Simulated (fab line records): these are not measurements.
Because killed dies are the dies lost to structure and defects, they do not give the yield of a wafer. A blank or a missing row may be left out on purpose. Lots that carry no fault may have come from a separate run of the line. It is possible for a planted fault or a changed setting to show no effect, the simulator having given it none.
Problem report, 8D (eight disciplines) form, completed by code || flow nand-harc || the parts of the form that need people (team, actions taken, sign-off) are left out

== 1. PROBLEM STATEMENT ==
Wafers without a fault read 13, standard deviation 5.6; raw-defect-count at NHARC_P_ZERO_WELL_INSPECT_43 reads a mean of 582 on 3 wafers belonging to 2 lots. So: +99 or more standard deviations from the usual mean.
Seen first at day 6 07:33 on defect-inspect-01, wafer L526.2. The record holds 39 wafers of 13 lots with a number at this step. The rule behind "out" and "out of limits": a value lying over 4 standard deviations away from the usual mean. Any other wafer with a number is counted as sound.

== 2. WHAT IT IS, AND WHAT IT ISN'T ==
{"question": "which readings at this step", "is": "raw-defect-count", "is not": "-"}
{"question": "which lots", "is": "L526, L527", "is not": "L509, L511, L512, L513, L516, L519, L520, L528, L529, L530, L531"}
{"question": "which wafers of those lots", "is": "L526.2, L526.4, L527.1", "is not": "L526.1, L527.3, L527.4"}
{"question": "read on which gauges", "is": "defect-inspect-01", "is not": "defect-inspect-02"}
{"question": "when", "is": "from day 6 07:33", "is not": "up to then (22 sound wafers); but 14 sound wafers of L527, L528, L529, L530, L531 came after"}

== 3. WHAT RULES OUT EACH SUSPECT ==
Counting: a tool at a process step up to the reading stays a suspect if it ran every lot that is out. Sound lots after the first of them don't rule it out here, since some wafers of a struck lot are sound.
- the gauge at NHARC_P_ZERO_WELL_INSPECT_43 has been ruled out. All the wafers that are out were read on defect-inspect-01, but those of them that NHARC_END_SORT_01 has rows for are out there too, on other tools.
- pecvd-01 at NHARC_P_ZERO_WELL_PECVD_02 (deposits SiO2, target thk 10 nm): kept. Every lot that is out went through it, the first being L526 (day 6 00:29); the last sound lot it ran before that was L511 (day 2 06:26).
Remaining after the count: pecvd-01 at NHARC_P_ZERO_WELL_PECVD_02.

== 4. THE CAUSE (what the simulator had put in) ==
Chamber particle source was pecvd-01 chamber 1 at NHARC_P_ZERO_WELL_PECVD_02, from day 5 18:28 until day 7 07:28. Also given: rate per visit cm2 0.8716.
This tool alone remained once counting was done.

== 5. SEQUENCE OF EFFECTS, ordered by route ==
Rows list readings where the struck wafers' mean (over those with a number) sits beyond 3 standard deviations from the usual. Readings are gone through only where the record gives a usual standard deviation; hours: the median, over the lots, of the time from a lot's start at the first step in this table giving one to that lot's start at this step; sigmas: the change measured in usual standard deviations.
{"hours": 0, "step": "NHARC_P_ZERO_WELL_INSPECT_43", "reading": "raw-defect-count", "usual": 13, "on struck wafers": 582, "change": "+569", "sigmas": "+99 or more"}
{"hours": 424, "step": "NHARC_END_SORT_01", "reading": "killed-at-periphery", "usual": 3.3, "on struck wafers": 59.7, "change": "+56.4", "sigmas": "+25"}
{"hours": 424, "step": "NHARC_END_SORT_01", "reading": "killed-dies", "usual": 31, "on struck wafers": 91, "change": "+60", "sigmas": "+6.9"}
Later steps that measure or inspect, where all struck wafers having a row at the step show a number for every such reading and not one has moved that far: NHARC_P_STI_OVL_MEAS_10, NHARC_P_STI_OCD_MEAS_43.

== 6. WHAT WOULD HAVE CAUGHT IT SOONER ==
The first out-of-limits reading at a measuring or inspecting step in this record came at day 6 07:33, 13 hours after the fault's start at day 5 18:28.
By day 6 07:33 the whole set of lots that are out, 2 in number, had already begun NHARC_P_ZERO_WELL_PECVD_02 on pecvd-01. Holding the tool at that point would not have protected any of them.
